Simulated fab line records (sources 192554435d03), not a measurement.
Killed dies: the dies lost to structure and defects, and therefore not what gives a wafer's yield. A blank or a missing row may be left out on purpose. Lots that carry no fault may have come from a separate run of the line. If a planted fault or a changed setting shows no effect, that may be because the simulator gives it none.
fab line records	flow n5_finfet	part 2 of 2: steps 5 to 6 of 6
[record] lots = 24	wafers = 72	last_day = 20
route steps=1938 shown MOL_CONTACT_COAG@578 BEOL_M0_SAQP@639
lots untouched by any fault: they come from a run of this same line in which no faults occurred
start_h: the number of hours between the record's first day and the start of the first shown wafer of the lot	wait_h: time in hours since the lot's previous step	" same as the row above	L1.1+2: several wafers, shown together as one row	- either no value or no given start	* or withheld: withheld	< > ~ a bound
route shown NAME@n: names a module that has steps shown in the file, with the first one's number in the route	usual: the fault-free wafers' mean and standard deviation	same: alike in all rows	chamber/n: place in a boat	sites: readings site by site	_std_site: their standard deviation	_edge_site: the outer-site mean with the inner-site mean subtracted	radius_mm: how far each site lies from the wafer's centre	mask NAME#n: copy n	behind: the tool/chamber that last shaped the wafer	hold: why the lot went on hold/how many hours it stayed there/how the hold came to an end	device: the transistor (n, p or np) that didn't switch	end of line: the route-end tests of the same wafers	step lacking rows: just its recipe	killed: dies lost to structure and defects at the first sort, not the wafer's yield	map: per-die view of a wafer (x killed, . not killed, _ where there is no die)
set.NAME: the run value of the setting; set.NAME@STEP: its run value at that earlier step	model.NAME: the simulator's own value behind a step, which no gauge read
route steps across a sampled set of lots; one table per step, one row per wafer
services: a tool's chamber out of use, with start hour (start_h, from the record's first day; less than 0 if before it), hours out, and reason
[[steps]]
[step N5_BEOL_M0_SAQP_ETCH_84]
[recipe] chemistry = N2/H2	target = SOC	target_depth_a = 1000	overetch_a = 200	mask_material = SiARC	temp_c = 40	time_s = 150	ion_energy_ev = 200	pressure_mtorr = 30	source_w = 840	bias_w = 150	n2_flow_sccm = 200	h2_flow_sccm = 200
[usual] drypump_motor_current_A = 5.7/0.43	oes_product_au = 0.71/0.05	rf_vpp_V = 524.1/2.6	showerhead_plenum_p_Torr = 2.55/0.089	temp_c = 40.00/0.099	throttle_valve_pct = 17.77/0.23
lot.wafer	tool	chamber	start_h	wait_h	drypump_motor_current_A	oes_product_au	rf_hours_counter_h	rf_vpp_V	showerhead_plenum_p_Torr	temp_c	throttle_valve_pct
L074.4	rie_diel-06	2	109.22	0.0	6.0	0.72	-	522.9	2.58	39.99	18.09
L074.5	"	0	"	"	5.9	0.69	-	528.6	2.67	39.95	17.61
L074.6	"	3	"	"	5.7	0.70	-	526.7	2.65	40.01	17.68
L075.2	rie_diel-03	3	114.09	0.0	5.1	0.76	69	528.9	2.68	40.10	17.79
L075.4	"	2	"	"	6.1	0.68	145	522.3	2.44	40.06	17.46
L075.6	"	2	"	"	6.1	0.69	-	521.8	2.44	40.02	17.45
L076.1	rie_diel-06	3	119.88	0.0	5.7	0.69	137	528.0	2.64	40.08	17.70
L076.2	"	2	"	"	6.0	0.71	92	522.4	2.57	40.09	18.07
L076.5	"	3	"	"	5.7	0.69	-	528.2	2.64	40.13	17.69
L077.1	rie_diel-05	1	123.31	0.0	6.5	0.60	246	523.5	2.50	39.91	17.99
L077.3	"	0	"	"	5.6	0.66	187	522.8	2.52	40.10	17.90
L077.5	"	0	"	"	5.6	0.66	-	523.6	2.52	40.11	17.91
L078.2	rie_diel-05	1	129.18	0.0	6.5	0.61	248	523.4	2.49	40.14	18.00
L078.4	"	3	"	"	6.1	0.70	130	524.4	2.56	40.08	17.86
L078.5	"	0	"	"	5.6	0.66	-	524.4	2.52	40.15	17.91
L079.1	rie_diel-03	2	137.71	0.0	6.1	0.68	153	522.3	2.44	40.21	17.47
L079.2	"	0	"	"	5.5	0.69	150	524.3	2.55	39.90	17.65
L079.6	"	2	"	"	6.2	0.68	-	521.3	2.44	40.10	17.47
L080.1	rie_diel-06	2	146.18	0.0	6.1	0.70	101	523.1	2.57	39.83	18.10
L080.3	"	0	"	"	5.9	0.68	152	528.6	2.66	40.03	17.63
L080.6	"	0	"	"	5.9	0.68	-	527.0	2.66	39.89	17.64
L081.3	rie_diel-06	2	150.61	0.0	6.0	0.69	103	524.8	2.57	39.80	18.10
L081.4	"	3	"	"	5.7	0.68	148	527.2	2.64	39.88	17.71
L081.5	"	2	"	"	6.0	0.70	-	522.5	2.57	39.93	18.12
L082.2	rie_diel-06	0	154.52	0.0	5.9	0.67	156	525.2	2.66	40.08	17.64
L082.3	"	3	"	"	5.7	0.68	150	526.3	2.64	39.99	17.70
L082.5	"	1	"	"	5.5	0.71	-	518.2	2.37	40.01	18.04
L083.1	rie_diel-05	0	164.80	0.0	5.6	0.64	200	523.4	2.52	39.91	17.92
L083.5	"	0	"	"	5.6	0.65	-	524.1	2.52	39.87	17.95
L083.6	"	2	"	"	4.8	0.78	-	524.0	2.59	39.91	17.54
L084.1	rie_diel-06	3	165.63	0.0	5.7	0.67	153	527.7	2.64	40.02	17.71
L084.3	"	2	"	"	6.0	0.70	107	524.0	2.57	39.83	18.11
L084.6	"	0	"	"	5.9	0.67	-	526.6	2.66	39.97	17.65
L085.1	rie_diel-03	1	173.36	0.0	5.4	0.78	36	523.2	2.47	39.92	17.36
L085.2	"	3	"	"	5.1	0.74	87	528.2	2.68	39.99	17.83
L085.6	"	2	"	"	6.1	0.67	-	522.2	2.44	39.98	17.49
L086.3	rie_diel-06	2	180.89	0.0	6.0	0.69	112	524.8	2.57	40.02	18.11
L086.4	"	3	"	"	5.7	0.67	158	526.4	2.63	39.93	17.70
L086.5	"	2	"	"	6.0	0.69	-	523.3	2.57	40.09	18.13
L087.3	rie_diel-05	3	195.51	0.0	6.1	0.68	152	524.8	2.55	39.99	17.91
L087.5	"	3	"	"	6.1	0.70	-	523.9	2.55	40.00	17.90
L087.6	"	2	"	"	4.9	0.77	-	524.3	2.58	39.98	17.54
L088.1	rie_diel-05	2	197.00	0.0	4.9	0.76	53	525.1	2.59	40.20	17.55
L088.2	"	1	"	"	6.5	0.83	8	522.6	2.49	39.88	17.60
L088.5	"	2	"	"	4.9	0.77	-	524.4	2.58	40.10	17.55
L089.1	rie_diel-06	0	197.53	0.0	5.9	0.67	167	526.6	2.65	39.86	17.66
L089.3	"	1	"	"	5.6	0.71	124	517.8	2.36	40.04	18.07
L089.4	"	3	"	"	5.7	0.67	162	526.6	2.63	40.07	17.73
L090.2	rie_diel-06	2	203.42	0.0	6.1	0.69	117	524.6	2.56	39.98	18.13
L090.3	"	3	"	"	5.7	0.67	164	527.0	2.63	39.99	17.73
L090.4	"	0	"	"	5.9	0.68	169	526.4	2.65	39.92	17.66
L091.3	rie_diel-03	2	206.16	0.0	6.1	0.67	175	520.9	2.43	40.07	17.53
L091.5	"	3	"	"	5.1	0.73	-	526.7	2.67	40.08	17.85
L091.6	"	0	"	"	5.5	0.67	-	522.3	2.54	40.10	17.70
L092.2	rie_diel-06	0	215.50	0.0	5.9	0.67	174	526.5	2.65	40.17	17.67
L092.5	"	1	"	"	5.5	0.70	-	519.4	2.36	39.94	18.08
L092.6	"	2	"	"	6.0	0.69	-	525.0	2.56	39.90	18.17
L093.1	rie_diel-05	1	219.71	0.0	6.5	0.81	16	523.1	2.49	40.00	17.60
L093.4	"	3	"	"	6.1	0.68	161	524.8	2.55	39.76	17.93
L093.5	"	1	"	"	6.5	0.81	-	522.3	2.49	39.92	17.61
L094.1	rie_diel-05	0	223.32	0.0	5.6	0.64	217	524.1	2.51	39.91	17.96
L094.5	"	3	"	"	6.1	0.68	-	524.0	2.55	40.02	17.90
L094.6	"	0	"	"	5.6	0.64	-	522.7	2.51	39.97	17.95
L095.2	rie_diel-05	0	234.53	0.0	5.6	0.64	222	522.4	2.51	40.07	17.98
L095.3	"	1	"	"	6.5	0.79	21	521.6	2.48	39.92	17.63
L095.5	"	3	"	"	6.1	0.68	-	525.5	2.55	39.94	17.94
L096.1	rie_diel-03	0	244.77	0.0	5.5	0.66	185	522.8	2.53	39.93	17.71
L096.3	"	2	"	"	6.1	0.65	185	519.8	2.43	40.03	17.54
L096.5	"	0	"	"	5.5	0.66	-	522.6	2.53	39.85	17.71
L097.1	rie_diel-03	1	248.56	0.0	5.4	0.75	60	522.6	2.46	40.11	17.41
L097.2	"	2	"	"	6.1	0.66	186	520.4	2.43	40.04	17.52
L097.3	"	3	"	"	5.1	0.72	111	527.6	2.67	40.00	17.87
[step N5_BEOL_M0_SAQP_STRIP_86]
[recipe] chemistry = N2/H2	power_w = 500	temp_c = 40	pressure_mtorr = 50	rf_frequency_hz = 6e+07	overash_fraction = 0.3	bias_power_w = 28	h2_frac = 0.5	n2_flow_sccm = 300	h2_flow_sccm = 300
[usual] drypump_motor_current_A = 5.7/0.4	oes_product_au = 0.79/0.056	rf_vpp_V = 121.9/1.5	showerhead_plenum_p_Torr = 3.36/0.12	temp_c = 39.99/0.1	throttle_valve_pct = 18.8/0.45
lot.wafer	tool	chamber	start_h	wait_h	drypump_motor_current_A	oes_product_au	rf_hours_counter_h	rf_vpp_V	showerhead_plenum_p_Torr	temp_c	throttle_valve_pct
L074.4	rie_diel-06	2	109.48	0.0	6.1	0.80	-	123.1	3.40	39.84	19.5
L074.5	"	0	"	"	5.9	0.77	-	123.0	3.52	39.99	18.5
L074.6	"	3	"	"	5.7	0.77	-	121.5	3.49	40.00	18.6
L075.2	rie_diel-05	0	114.48	0.2	5.6	0.72	184	119.9	3.33	39.84	18.9
L075.4	"	3	"	"	6.1	0.80	125	122.3	3.38	40.03	19.3
L075.6	"	1	"	"	6.5	0.67	-	118.8	3.30	40.07	19.2
L076.1	rie_diel-06	2	120.18	0.1	6.0	0.81	92	122.5	3.40	40.06	19.5
L076.2	"	3	"	"	5.7	0.77	137	122.5	3.49	40.09	18.6
L076.5	"	2	"	"	6.0	0.81	-	120.0	3.40	39.99	19.5
L077.1	rie_diel-06	1	123.71	0.2	5.6	0.81	104	119.4	3.14	39.97	19.5
L077.3	"	0	"	"	5.9	0.77	145	121.3	3.51	39.89	18.5
L077.5	"	1	"	"	5.6	0.83	-	118.7	3.14	40.06	19.5
L078.2	rie_diel-05	1	129.47	0.1	6.5	0.67	248	121.2	3.30	40.01	19.2
L078.4	"	0	"	"	5.5	0.73	190	122.8	3.33	40.03	18.9
L078.5	"	2	"	"	4.8	0.87	-	122.5	3.42	40.01	18.3
L079.1	rie_diel-03	1	138.01	0.1	5.4	0.91	25	120.8	3.27	40.00	18.2
L079.2	"	0	"	"	5.5	0.77	150	123.1	3.37	39.99	18.7
L079.6	"	1	"	"	5.4	0.91	-	121.2	3.27	40.14	18.2
L080.1	rie_diel-03	2	146.47	0.1	6.1	0.77	155	120.7	3.23	39.87	18.4
L080.3	"	3	"	"	5.1	0.85	79	120.5	3.53	40.01	19.1
L080.6	"	1	"	"	5.4	0.91	-	120.4	3.27	39.80	18.2
L081.3	rie_diel-03	2	150.90	0.1	6.2	0.76	157	121.4	3.23	40.16	18.4
L081.4	"	0	"	"	5.5	0.77	154	121.9	3.37	40.10	18.6
L081.5	"	0	"	"	5.5	0.77	-	121.0	3.37	40.08	18.7
L082.2	rie_diel-06	3	154.92	0.2	5.7	0.76	150	124.2	3.48	39.80	18.6
L082.3	"	0	"	"	5.9	0.75	156	123.0	3.51	40.04	18.5
L082.5	"	0	"	"	5.9	0.75	-	122.0	3.51	40.26	18.5
L083.1	rie_diel-05	0	165.09	0.1	5.6	0.72	201	123.2	3.33	39.99	18.9
L083.5	"	3	"	"	6.1	0.78	-	122.5	3.37	39.91	19.4
L083.6	"	0	"	"	5.6	0.71	-	120.5	3.32	40.08	18.9
L084.1	rie_diel-03	2	165.92	0.1	6.1	0.75	161	119.7	3.22	40.01	18.4
L084.3	"	3	"	"	5.1	0.83	85	125.2	3.53	39.88	19.0
L084.6	"	1	"	"	5.4	0.90	-	121.2	3.26	40.02	18.2
L085.1	rie_diel-03	3	173.66	0.1	5.1	0.82	87	123.5	3.53	39.99	19.0
L085.2	"	1	"	"	5.4	0.90	37	121.1	3.26	39.91	18.2
L085.6	"	2	"	"	6.2	0.75	-	123.6	3.22	39.96	18.5
L086.3	rie_diel-03	0	181.17	0.1	5.5	0.76	165	122.3	3.36	40.03	18.7
L086.4	"	3	"	"	5.1	0.84	89	123.2	3.53	40.03	19.1
L086.5	"	2	"	"	6.1	0.75	-	121.3	3.22	39.99	18.4
L087.3	rie_diel-03	2	195.85	0.1	6.2	0.74	170	119.9	3.22	39.96	18.5
L087.5	"	3	"	"	5.1	0.82	-	122.2	3.53	40.20	19.1
L087.6	"	0	"	"	5.4	0.76	-	121.8	3.36	39.93	18.7
L088.1	rie_diel-06	2	197.29	0.1	6.1	0.77	115	122.5	3.39	39.87	19.5
L088.2	"	1	"	"	5.5	0.81	123	121.7	3.13	39.92	19.5
L088.5	"	2	"	"	6.0	0.78	-	123.1	3.39	40.06	19.5
L089.1	rie_diel-05	3	197.81	0.1	6.1	0.77	153	122.1	3.37	39.83	19.4
L089.3	"	2	"	"	4.8	0.86	54	122.9	3.41	39.91	18.3
L089.4	"	2	"	"	4.9	0.86	-	121.8	3.41	39.81	18.3
L090.2	rie_diel-06	1	203.71	0.1	5.5	0.78	125	118.4	3.13	39.93	19.5
L090.3	"	2	"	"	6.1	0.77	117	123.3	3.39	40.03	19.5
L090.4	"	0	"	"	5.9	0.74	169	123.7	3.50	39.93	18.5
L091.3	rie_diel-06	0	206.46	0.1	5.9	0.74	170	123.1	3.50	40.01	18.5
L091.5	"	3	"	"	5.7	0.76	-	120.7	3.47	40.04	18.7
L091.6	"	2	"	"	6.1	0.76	-	122.5	3.39	40.21	19.5
L092.2	rie_diel-06	0	215.79	0.1	5.9	0.74	174	123.8	3.50	40.16	18.5
L092.5	"	2	"	"	6.0	0.77	-	121.3	3.38	39.94	19.6
L092.6	"	1	"	"	5.5	0.78	-	120.2	3.12	39.95	19.5
L093.1	rie_diel-03	2	220.00	0.1	6.1	0.73	179	121.0	3.22	39.89	18.5
L093.4	"	1	"	"	5.4	0.87	52	121.7	3.25	39.80	18.2
L093.5	"	1	"	"	5.4	0.85	-	121.9	3.25	39.97	18.2
L094.1	rie_diel-03	0	223.63	0.1	5.5	0.74	178	120.5	3.35	39.95	18.7
L094.5	"	0	"	"	5.5	0.74	-	122.4	3.35	39.95	18.7
L094.6	"	3	"	"	5.1	0.82	-	123.9	3.52	40.01	19.1
L095.2	rie_diel-06	1	234.82	0.1	5.5	0.80	134	120.7	3.12	40.10	19.5
L095.3	"	3	"	"	5.7	0.75	172	121.9	3.47	40.14	18.7
L095.5	"	3	"	"	5.7	0.74	-	123.9	3.47	40.13	18.7
L096.1	rie_diel-03	2	245.06	0.1	6.1	0.73	185	120.7	3.21	39.82	18.5
L096.3	"	3	"	"	5.1	0.81	110	126.5	3.52	39.93	19.1
L096.5	"	2	"	"	6.1	0.73	-	120.4	3.21	39.89	18.5
L097.1	rie_diel-03	1	248.93	0.1	5.4	0.85	61	122.9	3.25	40.01	18.2
L097.2	"	3	"	"	5.1	0.81	111	122.3	3.52	40.15	19.1
L097.3	"	2	"	"	6.1	0.73	187	121.1	3.21	39.99	18.5
[[services]]
tool	chamber	start_h	hours	kind
rie_diel-06	1	75.09	4.7	repair
rie_diel-01	-	76.56	0.6	repair
rie_diel-06	1	99.01	14.3	repair
rie_diel-03	2	102.53	7.6	repair
rie_diel-04	1	107.92	4.6	repair
rie_diel-05	1	134.88	12.3	repair
rie_diel-06	1	142.70	5.8	repair
rie_diel-05	1	150.32	-	clean
rie_diel-04	2	158.20	4.0	repair
rie_diel-06	2	160.23	3.0	repair
rie_diel-04	1	175.91	66.9	repair
rie_diel-06	-	190.75	2.8	pm
rie_diel-05	0	192.21	5.8	repair
rie_diel-05	-	195.70	0.7	repair
rie_diel-01	-	218.42	14.6	pm
rie_diel-02	3	223.86	-	clean
rie_diel-02	3	223.86	-	consumable_replace:focus_ring
rie_diel-03	2	225.59	2.0	repair
rie_diel-05	0	241.22	3.8	repair
rie_diel-02	2	244.49	-	clean
rie_diel-02	2	244.49	-	consumable_replace:focus_ring
rie_diel-02	2	244.49	-	consumable_replace:showerhead
rie_diel-02	2	244.49	30.8	scheduled_down
rie_diel-02	2	244.49	30.8	vent_cycle
